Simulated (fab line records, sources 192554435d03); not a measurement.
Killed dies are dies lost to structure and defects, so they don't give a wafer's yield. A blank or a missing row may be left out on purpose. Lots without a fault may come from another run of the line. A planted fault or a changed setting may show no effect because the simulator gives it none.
Split-lot experiment | flow n5_finfet | 7 lots, 39 wafers read, on a route of 1938 steps

THE SPLIT
At N5_BEOL_M7_ETCH_66 (etches SOC in N2/H2, target depth 80 nm, overetch 16 nm, time 120 s), the setting time_s was moved away from the recipe's 120 s on 15 of the 39 wafers read, by -24.5% to +47.4%. The other wafers ran this setting at the recipe's value.

The reading is taken at the split's own step.

THE READING
SiARC_of_BEOL_M7_COAT_64.thk_nm (the simulator's own value, which no gauge read), in nm, at N5_BEOL_M7_ETCH_66 (etches SOC in N2/H2, target depth 80 nm, overetch 16 nm, time 120 s). The file gives no usual value for it. The 24 wafers here that ran the recipe average 6.6 nm, standard deviation 0.17 nm.

wafer  | tool, chamber at the split | time_s as run, s | against the recipe | SiARC_of_BEOL_M7_COAT_64.thk_nm, nm | against lot-mates on the recipe
L074.1 | rie_diel-02, 1             | 120              | recipe             | 6.8                                 | -
L074.2 | rie_diel-02, 3,0           | 120              | recipe             | 6.6                                 | -
L074.3 | rie_diel-02, 3,0           | 120              | recipe             | 6.6                                 | -
L074.4 | rie_diel-02, 3             | 95.7             | -20.2%             | 7.6                                 | +0.9
L074.5 | rie_diel-02, 0,1           | 95.7             | -20.2%             | 7.8                                 | +1.1
L074.6 | rie_diel-02, 0,1           | 95.7             | -20.2%             | 7.8                                 | +1.1
L079.2 | rie_diel-05, 0,2           | 120              | recipe             | 6.4                                 | -
L079.3 | rie_diel-05, 0,2           | 120              | recipe             | 6.4                                 | -
L079.5 | rie_diel-05, 1             | 120              | recipe             | 7                                   | -
L083.1 | rie_diel-02, 2,2,3         | 90.8             | -24.3%             | 7.8                                 | +1.1
L083.5 | rie_diel-02, 2,2,3         | 90.8             | -24.3%             | 7.8                                 | +1.1
L083.6 | rie_diel-02, 2,2,3         | 90.8             | -24.3%             | 7.8                                 | +1.1
L083.2 | rie_diel-02, 0,1           | 120              | recipe             | 6.8                                 | -
L083.3 | rie_diel-02, 0,1           | 120              | recipe             | 6.8                                 | -
L083.4 | rie_diel-02, 3             | 120              | recipe             | 6.6                                 | -
L084.1 | rie_diel-04, 2             | 120              | recipe             | 6.6                                 | -
L084.2 | rie_diel-04, 0,3           | 139.5            | +16.3%             | 5.4                                 | -1.1
L084.5 | rie_diel-04, 0,3           | 139.5            | +16.3%             | 5.4                                 | -1.1
L084.3 | rie_diel-04, 3,2           | 120              | recipe             | 6.4                                 | -
L084.4 | rie_diel-04, 3,2           | 120              | recipe             | 6.4                                 | -
L084.6 | rie_diel-04, 0             | 139.5            | +16.3%             | 5.2                                 | -1.3
L085.1 | rie_diel-04, 2             | 120              | recipe             | 6.6                                 | -
L085.2 | rie_diel-04, 0             | 176.9            | +47.4%             | 3.6                                 | -2.9
L085.6 | rie_diel-04, 0             | 176.9            | +47.4%             | 3.6                                 | -2.9
L085.3 | rie_diel-04, 3             | 120              | recipe             | 6.4                                 | -
L085.5 | rie_diel-04, 3             | 120              | recipe             | 6.4                                 | -
L085.4 | rie_diel-04, 2             | 176.9            | +47.4%             | 4                                   | -2.5
L093.1 | rie_diel-02, 1             | 90.59            | -24.5%             | 8                                   | +1.5
L093.2 | rie_diel-02, 0,1           | 120              | recipe             | 6.6                                 | -
L093.6 | rie_diel-02, 0,1           | 120              | recipe             | 6.6                                 | -
L093.3 | rie_diel-02, 3,2           | 90.59            | -24.5%             | 7.8                                 | +1.3
L093.4 | rie_diel-02, 3,2           | 90.59            | -24.5%             | 7.8                                 | +1.3
L093.5 | rie_diel-02, 2             | 120              | recipe             | 6.4                                 | -
L095.1 | rie_diel-02, 1,0           | 120              | recipe             | 6.8                                 | -
L095.4 | rie_diel-02, 1,0           | 120              | recipe             | 6.8                                 | -
L095.2 | rie_diel-02, 3,1           | 120              | recipe             | 6.6                                 | -
L095.6 | rie_diel-02, 3,1           | 120              | recipe             | 6.6                                 | -
L095.3 | rie_diel-02, 2             | 120              | recipe             | 6.4                                 | -
L095.5 | rie_diel-02, 2             | 120              | recipe             | 6.4                                 | -
Where a row lists several chambers, the file gives one row for several wafers and doesn't say which wafer went through which chamber.

THE FIT
A straight line over all 39 wafers: SiARC_of_BEOL_M7_COAT_64.thk_nm changes by -0.0583 nm for each +1% of time_s; r = -0.99; the points scatter about the line by 0.18 nm.
The same after taking each lot's own level away (the mean of its wafers on the recipe; 39 wafers): -0.0555 nm for each +1%; r = -0.99; scatter 0.17 nm.
On that fit, the largest move of time_s shifts the reading by 2.6 nm.
The lots' own levels span 6.47 to 6.73 nm, that is 1.5 times the standard deviation above.
So the lot-to-lot level changes the slope little: the two slopes agree.
Check: with one of the wafers moved furthest among these (+47.4%) left out of the fit, the line predicts -2.64 nm for it against its lot-mates. It came out at -2.87 nm against them.

OTHER SPLITS ON THESE WAFERS
These wafers also went through other splits before the reading. Each is held against what the fit with the lots' levels taken away leaves over:
other split on the same wafers | wafers away from the commonest value | r with SiARC_of_BEOL_M7_COAT_64.thk_nm (lot level and that fit taken away)
N5_FIN_SAQP_HM_DEP_03 time_s   | 6                                    | +0.05
N5_SPACER0_ALD_08 target_thk_a | 18                                   | +0.09
N5_BEOL_M6_ETCH_62 time_s      | 9                                    | +0.09

THE FILE'S OWN FIT
SiARC_of_BEOL_M7_COAT_64.thk_nm changes by -0.0555 nm for each +1% of time_s, r = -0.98.
